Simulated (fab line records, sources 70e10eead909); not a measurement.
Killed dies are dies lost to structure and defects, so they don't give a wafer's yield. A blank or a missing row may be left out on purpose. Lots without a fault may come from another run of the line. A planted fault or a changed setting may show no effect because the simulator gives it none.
fab line records | flow nand_harc | part 1 of 2: steps 1 to 26 of 32
record lots=5 wafers=15 last_day=34
route steps=1302 shown A_STAIRCASE@645
lots that met no fault: from a run of the same line without faults
start_h: hours from the record's first day to the start of the lot's first wafer shown | wait_h: hours since the lot's step before | " the same as in the row above | L1.1+2: a row that stands for several wafers | - no value, or no start given | * or withheld: withheld | < > ~ a bound
route shown NAME@n: a module of which the file shows steps, and the number in the route of the first | usual: mean/standard deviation of fault-free wafers | same: alike in all rows | chamber/n: place in a boat | sites: the reading at each site | _std_site: their standard deviation | _edge_site: outer sites' mean less inner sites' | radius_mm: how far each site lies from the wafer's centre | mask NAME#n: copy n | behind: the tool/chamber that last shaped the wafer | hold: why the lot was held/for how many hours/how that ended | device: the transistor (n, p or np) that didn't switch | end of line: the same wafers' tests at the end of the route | a step without rows: its recipe alone | killed: dies lost to structure and defects at the first sort, not the wafer's yield | map: a wafer's dies, x killed, . not, _ none there
set.NAME: the setting as run; set.NAME@STEP: as run at that earlier step | model.NAME: the simulator's own value behind a step, which no gauge read
lots at some steps of the route; a table a step, a row a wafer
services: from which hour (start_h, from the record's first day; less than 0 if before it) a tool's chamber was out of use, for how many hours, and why
## steps
# step NHARC_A_STAIRCASE_EXPOSE_163
# recipe na=0.5 dose_mj=20.01 mask_id=STAIR_OPEN
# columns lot.wafer tool chamber start_h wait_h mask
L088.4+5+6 krf_scanner-01 0 498.08 - STAIR_OPEN#0
L090.3+5+6 krf_scanner-02 0 506.06 - STAIR_OPEN#0
L089.1+5+6 krf_scanner-02 0 509.47 - STAIR_OPEN#0
L095.1+2+3 krf_scanner-02 0 559.72 - STAIR_OPEN#0
L097.2+3+5 krf_scanner-01 0 576.71 - STAIR_OPEN#0
# step NHARC_A_STAIRCASE_PEB_164
# recipe peb_temp_c=115 peb_time_s=130
# columns lot.wafer tool chamber start_h wait_h
L088.4+5+6 litho_track-05 0 498.13 0.0
L090.3+5+6 litho_track-07 0 506.12 0.0
L089.1+5+6 litho_track-05 0 509.54 0.1
L095.1+2+3 litho_track-05 0 559.79 0.1
L097.2+3+5 litho_track-07 0 576.77 0.1
# step NHARC_A_STAIRCASE_DEVELOP_165
# recipe time_s=140
# columns lot.wafer tool chamber start_h wait_h
L088.4+5+6 litho_track-05 0 - -
L090.3+5+6 litho_track-07 0 - -
L089.1+5+6 litho_track-05 0 - -
L095.1+2+3 litho_track-05 0 - -
L097.2+3+5 litho_track-07 0 - -
# step NHARC_A_STAIRCASE_HARDBAKE_167
# recipe temp_c=120 time_s=140
# columns lot.wafer tool chamber start_h wait_h
L088.4+5+6 litho_track-05 0 498.36 -
L090.3+5+6 litho_track-07 0 506.34 -
L089.1+5+6 litho_track-03 0 509.75 -
L095.1+2+3 litho_track-03 0 560.01 -
L097.2+3+5 litho_track-07 0 577.00 -
# step NHARC_A_STAIRCASE_DESCUM_168
# recipe time_s=3 o2_flow_sccm=200 ar_flow_sccm=0 bias_power_w=0 chemistry=O2
# usual drypump_motor_current_A=5.9/0.31 oes_product_au=0.998/0.01 rf_vpp_V=57.6/0.94 showerhead_plenum_p_Torr=1.87/0.087 throttle_valve_pct=11.311/0.009
# columns lot.wafer tool chamber start_h wait_h drypump_motor_current_A oes_product_au rf_hours_counter_h rf_vpp_V showerhead_plenum_p_Torr throttle_valve_pct
L088.4 rie_diel-06 1 498.43 - 6.0 1.015 0 58.0 1.97 11.307
L088.5 " 1 " " 6.0 1.010 - 57.8 1.97 11.296
L088.6 " 2 " " 6.2 1.000 - 57.9 1.83 11.302
L090.3 rie_diel-02 0 506.44 - 5.9 0.997 25 57.3 1.79 11.322
L090.5 " 2 " " 6.1 1.009 - 57.3 1.92 11.305
L090.6 " 3 " " 6.1 0.990 - 56.6 1.79 11.313
L089.1 rie_diel-04 0 509.86 - 5.6 1.006 45 57.8 1.79 11.325
L089.6 " 3 " " 6.1 1.002 - 58.8 1.77 11.308
L089.5 " 1 " " 6.0 0.999 - 56.1 1.82 11.314
L095.3 rie_diel-02 2 560.11 - 6.1 1.003 49 56.6 1.91 11.322
L095.2 " 3 " " 6.1 0.989 52 57.5 1.78 11.312
L095.1 " 0 " " 5.9 0.993 40 55.6 1.78 11.308
L097.2 rie_diel-06 1 577.10 - 6.0 1.022 26 57.4 1.96 11.304
L097.3 " 2 " " 6.2 1.005 31 57.4 1.83 11.304
L097.5 " 3 " " 5.8 1.007 - 59.3 2.05 11.306
# step NHARC_A_STAIRCASE_ETCH_169
# recipe target_depth_a=500 time_s=107.1 ion_energy_ev=120 ch3f_flow_sccm=50 o2_flow_sccm=30 ar_flow_sccm=200 rf_w=500 bias_w=100 chemistry=CH3F/O2
# usual drypump_motor_current_A=5.90/0.3 oes_product_au=0.958/0.018 rf_vpp_V=243.5/1.8 showerhead_plenum_p_Torr=2.40/0.11 throttle_valve_pct=20.664/0.0088
# columns lot.wafer tool chamber start_h wait_h drypump_motor_current_A oes_product_au rf_hours_counter_h rf_vpp_V showerhead_plenum_p_Torr throttle_valve_pct
L088.4 rie_diel-06 1 498.52 0.1 6.04 0.980 0 245.6 2.53 20.672
L088.5 " 1 " " 6.04 0.982 - 246.5 2.53 20.655
L088.6 " 2 " " 6.21 0.956 - 242.2 2.36 20.674
L090.3 rie_diel-02 3 506.53 0.1 6.11 0.967 33 243.2 2.30 20.660
L090.6 " 1 " " 5.79 0.984 - 244.4 2.34 20.661
L090.5 " 2 " " 6.11 0.974 - 244.3 2.46 20.679
L089.1 rie_diel-04 0 509.95 0.1 5.64 0.968 45 243.9 2.30 20.668
L089.6 " 1 " " 5.95 0.953 - 243.6 2.35 20.668
L089.5 " 3 " " 6.13 0.961 - 240.6 2.28 20.667
L095.3 rie_diel-02 3 560.19 0.1 6.10 0.972 52 241.4 2.30 20.652
L095.2 " 0 " " 5.96 0.978 40 243.6 2.30 20.653
L095.1 " 1 " " 5.78 0.962 45 243.6 2.34 20.652
L097.2 rie_diel-06 2 577.17 0.1 6.24 0.978 31 243.4 2.35 20.666
L097.3 " 3 " " 5.77 0.956 29 247.9 2.63 20.678
L097.5 " 3 " " 5.77 0.973 - 246.4 2.63 20.669
# step NHARC_A_STAIRCASE_ETCH_170
# recipe target_depth_a=2000 time_s=66.667 ion_energy_ev=250 c4f6_flow_sccm=25 o2_flow_sccm=20 ar_flow_sccm=500 rf_w=600 bias_w=500 chemistry=C4F6/O2
# usual drypump_motor_current_A=5.92/0.29 oes_product_au=0.974/0.012 rf_vpp_V=545/3.3 showerhead_plenum_p_Torr=3.84/0.16 throttle_valve_pct=26.903/0.0093
# columns lot.wafer tool chamber start_h wait_h drypump_motor_current_A oes_product_au rf_hours_counter_h rf_vpp_V showerhead_plenum_p_Torr throttle_valve_pct
L088.4 rie_diel-06 1 - - 6.03 0.982 0 549 4.03 26.909
L088.5 " 1 " " 6.05 0.991 - 548 4.03 26.911
L088.6 " 2 " " 6.23 0.965 - 543 3.78 26.884
L090.3 rie_diel-02 3 - - 6.10 0.956 33 542 3.69 26.898
L090.6 " 2 " " 6.13 0.979 - 547 3.93 26.906
L090.5 " 3 " " 6.13 0.955 - 543 3.69 26.922
L089.1 rie_diel-04 0 - - 5.67 0.981 45 542 3.69 26.901
L089.6 " 1 " " 5.98 0.958 - 544 3.75 26.895
L089.5 " 3 " " 6.14 0.959 - 541 3.65 26.913
L095.1 rie_diel-02 1 - - 5.79 0.967 45 542 3.74 26.901
L095.2 " 2 " " 6.13 0.976 49 547 3.92 26.920
L095.3 " 3 " " 6.08 0.962 52 543 3.68 26.901
L097.2 rie_diel-06 1 - - 6.05 0.997 26 549 4.01 26.914
L097.3 " 3 " " 5.77 0.991 29 552 4.18 26.904
L097.5 " 2 " " 6.22 0.988 - 543 3.76 26.886
# step NHARC_A_STAIRCASE_STRIP_171
# recipe power_w=1500 temp_c=250 chemistry=O2
# usual drypump_motor_current_A=5.8/0.44 heater_power_w=337/18
# columns lot.wafer tool chamber start_h wait_h drypump_motor_current_A heater_power_w rf_hours_counter_h
L088.4 plasma_asher-01 1 498.84 - 6.3 347 -
L088.5 " 1 " " 6.3 340 -
L088.6 " 0 " " 6.0 306 -
L090.3 plasma_asher-01 0 506.98 - 6.0 314 -
L090.6 " 0 " " 6.0 303 -
L090.5 " 1 " " 6.2 344 -
L089.1 plasma_asher-01 0 510.26 - 6.0 312 29
L089.6 " 1 " " 6.3 351 -
L089.5 " 0 " " 6.0 316 -
L095.1 plasma_asher-02 0 560.42 - 5.7 365 26
L095.2 " 1 " " 5.1 331 26
L095.3 " 1 " " 5.0 332 -
L097.2 plasma_asher-02 1 577.40 - 5.1 329 30
L097.3 " 0 " " 5.7 362 -
L097.5 " 1 " " 5.1 335 -
# step NHARC_A_STAIRCASE_STRIP_172
# recipe time_s=900 temp_c=130 chemistry=SPM
# columns lot.wafer tool chamber start_h wait_h
L088.6+5+4 wet_bench-02 4,0,1 499.10 0.1
L090.6+3+5 wet_bench-06 2,3,7 507.23 0.1
L089.1+6+5 wet_bench-07 3,4,0 510.56 0.3
L095.3+1+2 wet_bench-07 5,0,2 560.77 0.2
L097.5+3+2 wet_bench-06 2,3,5 577.76 0.1
# step NHARC_A_STAIRCASE_PRECLEAN_173
# recipe time_s=* temp_c=50 bath_age_min=0 chemistry=SC1
# same bath_age_min=0
# columns lot.wafer tool chamber start_h wait_h
L088.6+5+4 wet_bench-02 4,0,1 - -
L090.6+3+5 wet_bench-06 2,3,7 - -
L089.1+6+5 wet_bench-07 3,4,0 - -
L095.3+1+2 wet_bench-07 5,0,2 - -
L097.5+3+2 wet_bench-06 2,3,5 - -
# step NHARC_A_STAIRCASE_SRD_174
# columns lot.wafer tool chamber start_h wait_h
L088.6+5+4 wet_bench-02 4,0,1 - -
L090.6+3+5 wet_bench-06 2,3,7 - -
L089.1+6+5 wet_bench-07 3,4,0 - -
L095.3+1+2 wet_bench-07 5,0,2 - -
L097.5+3+2 wet_bench-06 2,3,5 - -
# step NHARC_A_STAIRCASE_DEHYDRATE_01
# recipe temp_c=150 time_s=120
# columns lot.wafer tool chamber start_h wait_h
L088.4+5+6 litho_track-03 0 499.55 -
L090.3+5+6 litho_track-03 0 507.68 -
L089.1+5+6 litho_track-07 0 511.01 -
L095.1+2+3 litho_track-07 0 561.22 -
L097.2+3+5 litho_track-03 0 578.20 -
# step NHARC_A_STAIRCASE_HMDS_02
# recipe time_s=30
# columns lot.wafer tool chamber start_h wait_h
L088.4+5+6 litho_track-03 0 - -
L090.3+5+6 litho_track-03 0 - -
L089.1+5+6 litho_track-07 0 - -
L095.1+2+3 litho_track-07 0 - -
L097.2+3+5 litho_track-03 0 - -
# step NHARC_A_STAIRCASE_COAT_03
# recipe spin_rpm=1200
# columns lot.wafer tool chamber start_h wait_h
L088.4+5+6 litho_track-03 0 - -
L090.3+5+6 litho_track-03 0 - -
L089.1+5+6 litho_track-07 0 - -
L095.1+2+3 litho_track-07 0 - -
L097.2+3+5 litho_track-03 0 - -
# step NHARC_A_STAIRCASE_SOFTBAKE_04
# recipe temp_c=135 time_s=170
# columns lot.wafer tool chamber start_h wait_h
L088.4+5+6 litho_track-03 0 - -
L090.3+5+6 litho_track-03 0 - -
L089.1+5+6 litho_track-07 0 - -
L095.1+2+3 litho_track-07 0 - -
L097.2+3+5 litho_track-03 0 - -
# step NHARC_A_STAIRCASE_EBR_05
# columns lot.wafer tool chamber start_h wait_h
L088.4+5+6 litho_track-03 0 - -
L090.3+5+6 litho_track-03 0 - -
L089.1+5+6 litho_track-07 0 - -
L095.1+2+3 litho_track-07 0 - -
L097.2+3+5 litho_track-03 0 - -
# step NHARC_A_STAIRCASE_EXPOSE_06
# recipe na=0.5 dose_mj=25.43 mask_id=STAIR
# columns lot.wafer tool chamber start_h wait_h mask
L088.4+5+6 krf_scanner-01 0 499.78 - STAIR#0
L090.3+5+6 krf_scanner-02 0 508.03 - STAIR#0
L089.1+5+6 krf_scanner-02 0 511.22 - STAIR#0
L095.1+2+3 krf_scanner-01 0 561.56 - STAIR#0
L097.2+3+5 krf_scanner-03 0 578.54 - STAIR#0
# step NHARC_A_STAIRCASE_PEB_07
# recipe peb_temp_c=115 peb_time_s=130
# columns lot.wafer tool chamber start_h wait_h
L088.4+5+6 litho_track-05 0 499.83 0.0
L090.3+5+6 litho_track-05 0 508.08 0.1
L089.1+5+6 litho_track-03 0 511.29 0.1
L095.1+2+3 litho_track-05 0 561.62 0.1
L097.2+3+5 litho_track-07 0 578.60 0.1
# step NHARC_A_STAIRCASE_DEVELOP_08
# recipe time_s=140
# columns lot.wafer tool chamber start_h wait_h
L088.4+5+6 litho_track-05 0 - -
L090.3+5+6 litho_track-05 0 - -
L089.1+5+6 litho_track-03 0 - -
L095.1+2+3 litho_track-05 0 - -
L097.2+3+5 litho_track-07 0 - -
# step NHARC_A_STAIRCASE_HARDBAKE_10
# recipe temp_c=120 time_s=140
# columns lot.wafer tool chamber start_h wait_h
L088.4+5+6 litho_track-03 0 500.06 -
L090.3+5+6 litho_track-07 0 508.31 -
L089.1+5+6 litho_track-05 0 511.50 -
L095.1+2+3 litho_track-05 0 561.84 -
L097.2+3+5 litho_track-05 0 578.82 -
# step NHARC_A_STAIRCASE_DESCUM_11
# recipe time_s=3 o2_flow_sccm=200 ar_flow_sccm=0 bias_power_w=0 chemistry=O2
# usual drypump_motor_current_A=5.9/0.3 oes_product_au=0.999/0.011 rf_vpp_V=57.7/0.87 showerhead_plenum_p_Torr=1.88/0.087 throttle_valve_pct=11.310/0.0088
# columns lot.wafer tool chamber start_h wait_h drypump_motor_current_A oes_product_au rf_hours_counter_h rf_vpp_V showerhead_plenum_p_Torr throttle_valve_pct
L088.4 rie_diel-02 3 500.14 - 6.1 0.995 32 56.8 1.79 11.329
L088.5 " 2 " " 6.1 1.012 - 58.9 1.92 11.314
L088.6 " 3 " " 6.1 0.982 - 56.6 1.79 11.309
L090.3 rie_diel-04 3 508.41 - 6.1 0.992 47 56.5 1.77 11.309
L090.6 " 0 " " 5.7 1.011 - 57.0 1.79 11.315
L090.5 " 1 " " 6.0 0.989 - 57.7 1.82 11.323
L089.1 rie_diel-02 0 511.60 - 5.9 0.998 27 57.0 1.79 11.314
L089.6 " 0 " " 5.9 1.005 - 57.1 1.79 11.308
L089.5 " 1 " " 5.8 1.010 - 57.7 1.82 11.302
L095.1 rie_diel-06 1 561.93 - 6.0 1.005 21 57.6 1.96 11.300
L095.2 " 2 " " 6.2 1.011 26 56.4 1.83 11.296
L095.3 " 3 " " 5.8 1.005 24 58.0 2.05 11.297
L097.2 rie_diel-06 3 578.91 - 5.8 1.001 29 60.4 2.05 11.304
L097.3 " 2 " " 6.2 1.008 31 57.3 1.83 11.313
L097.5 " 0 " " 5.1 0.991 - 57.7 1.90 11.293
# step NHARC_A_STAIRCASE_TRIM_12
# recipe time_s=211.2 o2_flow_sccm=500 ar_flow_sccm=0 bias_w=0 chemistry=O2
# usual drypump_motor_current_A=5.9/0.31 oes_product_au=1.000/0.011 rf_vpp_V=57.7/0.85 showerhead_plenum_p_Torr=3.46/0.15 throttle_valve_pct=17.035/0.0092
# columns lot.wafer tool chamber start_h wait_h drypump_motor_current_A oes_product_au rf_hours_counter_h rf_vpp_V showerhead_plenum_p_Torr throttle_valve_pct
L088.4 rie_diel-02 1 500.26 0.1 5.8 1.003 30 57.2 3.37 17.037
L088.6 " 2 " " 6.1 1.006 - 59.0 3.54 17.028
L088.5 " 3 " " 6.1 0.994 - 57.2 3.31 17.041
L090.3 rie_diel-04 0 508.50 0.1 5.7 1.005 44 57.8 3.31 17.038
L090.6 " 0 " " 5.7 1.008 - 56.0 3.31 17.039
L090.5 " 3 " " 6.2 1.002 - 57.4 3.28 17.029
L089.1 rie_diel-02 1 511.70 0.1 5.8 0.989 33 57.5 3.37 17.043
L089.5 " 0 " " 5.9 0.984 - 57.1 3.31 17.037
L089.6 " 1 " " 5.8 1.000 - 58.1 3.37 17.042
L095.3 rie_diel-06 1 562.03 0.1 6.0 1.018 21 58.0 3.61 17.036
L095.2 " 2 " " 6.2 1.008 26 57.3 3.38 17.019
L095.1 " 3 " " 5.8 1.015 24 57.1 3.76 17.033
L097.3 rie_diel-06 3 579.01 0.1 5.8 1.007 29 58.9 3.76 17.035
L097.2 " 1 " " 6.1 1.009 26 57.9 3.61 17.026
L097.5 " 2 " " 6.2 0.989 - 57.7 3.38 17.034
# step NHARC_A_STAIRCASE_ETCH_13
# recipe target_depth_a=1000 time_s=40.5 ion_energy_ev=400 c4f8_flow_sccm=20 o2_flow_sccm=10 ar_flow_sccm=withheld rf_w=600 bias_w=1000 chemistry=C4F8/O2
# usual oes_product_au=0.944/0.015 rf_vpp_V=894/5.6
# columns lot.wafer tool chamber start_h wait_h oes_product_au rf_hours_counter_h rf_vpp_V
L088.5 rie_diel-02 0 - - 0.921 - 888
L088.6 " 1 " " 0.927 - 890
L088.4 " 3 " " 0.914 - 888
L090.3 rie_diel-04 3 - - 0.920 47 887
L090.6 " 3 " " 0.925 - 887
L090.5 " 1 " " 0.933 - 891
L089.1 rie_diel-02 0 - - 0.945 27 888
L089.6 " 0 " " 0.937 - 890
L089.5 " 1 " " 0.938 - 890
L095.3 rie_diel-06 0 - - 0.940 17 895
L095.1 " 1 " " 0.954 22 899
L095.2 " 2 " " 0.950 26 890
L097.2 rie_diel-06 1 - - 0.983 26 899
L097.3 " 2 " " 0.958 31 890
L097.5 " 1 " " 0.980 - 900
# step NHARC_A_STAIRCASE_TRIM_14
# recipe time_s=211.2 o2_flow_sccm=500 ar_flow_sccm=0 bias_w=0 chemistry=O2
# usual drypump_motor_current_A=5.9/0.32 oes_product_au=0.998/0.011 rf_vpp_V=57.8/0.98 showerhead_plenum_p_Torr=3.46/0.15 throttle_valve_pct=17.037/0.0082
# columns lot.wafer tool chamber start_h wait_h drypump_motor_current_A oes_product_au rf_hours_counter_h rf_vpp_V showerhead_plenum_p_Torr throttle_valve_pct
L088.4 rie_diel-02 1 - - 5.8 1.007 - 56.3 3.37 17.060
L088.6 " 3 " " 6.1 0.988 - 56.4 3.31 17.047
L088.5 " 0 " " 5.9 0.995 - 57.3 3.31 17.040
L090.3 rie_diel-04 3 - - 6.1 0.992 47 57.6 3.28 17.024
L090.6 " 1 " " 6.0 1.007 - 57.6 3.37 17.033
L090.5 " 0 " " 5.7 1.011 - 54.6 3.31 17.043
L089.1 rie_diel-02 1 - - 5.8 1.001 33 58.4 3.37 17.037
L089.6 " 2 " " 6.1 1.023 - 57.7 3.53 17.034
L089.5 " 3 " " 6.1 1.003 - 57.1 3.31 17.030
L095.3 rie_diel-06 3 - - 5.8 1.010 24 58.1 3.76 17.030
L095.1 " 0 " " 5.2 0.987 17 57.5 3.51 17.043
L095.2 " 1 " " 6.0 1.007 22 58.2 3.61 17.044
L097.2 rie_diel-06 1 - - 6.0 1.016 27 58.4 3.61 17.031
L097.3 " 3 " " 5.8 1.006 30 58.7 3.76 17.043
L097.5 " 0 " " 5.2 0.984 - 59.6 3.51 17.036
# step NHARC_A_STAIRCASE_ETCH_15
# recipe target_depth_a=1000 time_s=40.5 ion_energy_ev=400 c4f8_flow_sccm=20 o2_flow_sccm=10 ar_flow_sccm=withheld rf_w=600 bias_w=1000 chemistry=C4F8/O2
# usual oes_product_au=0.942/0.013 rf_vpp_V=893/5.5
# columns lot.wafer tool chamber start_h wait_h oes_product_au rf_hours_counter_h rf_vpp_V
L088.4 rie_diel-02 0 - - 0.925 - 887
L088.5 " 1 " " 0.941 - 891
L088.6 " 3 " " 0.924 - 888
L090.3 rie_diel-04 3 - - 0.923 47 886
L090.6 " 1 " " 0.935 - 889
L090.5 " 3 " " 0.912 - 889
L089.1 rie_diel-02 1 - - 0.957 33 891
L089.5 " 1 " " 0.951 - 891
L089.6 " 2 " " 0.958 - 896
L095.3 rie_diel-06 3 - - 0.955 24 904
L095.2 " 1 " " 0.954 22 898
L095.1 " 2 " " 0.945 26 889
L097.2 rie_diel-06 1 - - 0.966 27 899
L097.3 " 2 " " 0.953 31 888
L097.5 " 1 " " 0.960 - 899
# step NHARC_A_STAIRCASE_TRIM_16
# recipe time_s=211.2 o2_flow_sccm=500 ar_flow_sccm=0 bias_w=0 chemistry=O2
# usual drypump_motor_current_A=5.9/0.32 oes_product_au=0.998/0.01 rf_vpp_V=57.7/0.77 showerhead_plenum_p_Torr=3.46/0.15 throttle_valve_pct=17.036/0.0088
# columns lot.wafer tool chamber start_h wait_h drypump_motor_current_A oes_product_au rf_hours_counter_h rf_vpp_V showerhead_plenum_p_Torr throttle_valve_pct
L088.5 rie_diel-02 0 - - 5.9 1.004 - 57.7 3.31 17.023
L088.4 " 1 " " 5.8 1.013 - 57.9 3.37 17.031
L088.6 " 3 " " 6.1 0.993 - 57.3 3.31 17.039
L090.3 rie_diel-04 1 - - 6.0 0.986 42 57.6 3.37 17.046
L090.6 " 1 " " 6.0 1.003 - 57.2 3.37 17.024
L090.5 " 0 " " 5.6 0.999 - 58.8 3.31 17.034
L089.1 rie_diel-02 0 - - 5.9 0.999 27 57.4 3.31 17.030
L089.6 " 2 " " 6.2 1.019 - 57.0 3.53 17.045
L089.5 " 3 " " 6.1 0.998 - 57.6 3.31 17.049
L095.1 rie_diel-06 3 - - 5.8 1.005 24 57.8 3.76 17.046
L095.3 " 0 " " 5.2 0.995 17 57.8 3.51 17.043
L095.2 " 1 " " 6.1 1.019 22 57.1 3.61 17.018
L097.2 rie_diel-06 3 - - 5.8 0.997 30 57.2 3.76 17.041
L097.3 " 2 " " 6.2 0.996 31 57.9 3.38 17.044
L097.5 " 3 " " 5.8 1.012 - 57.4 3.76 17.025
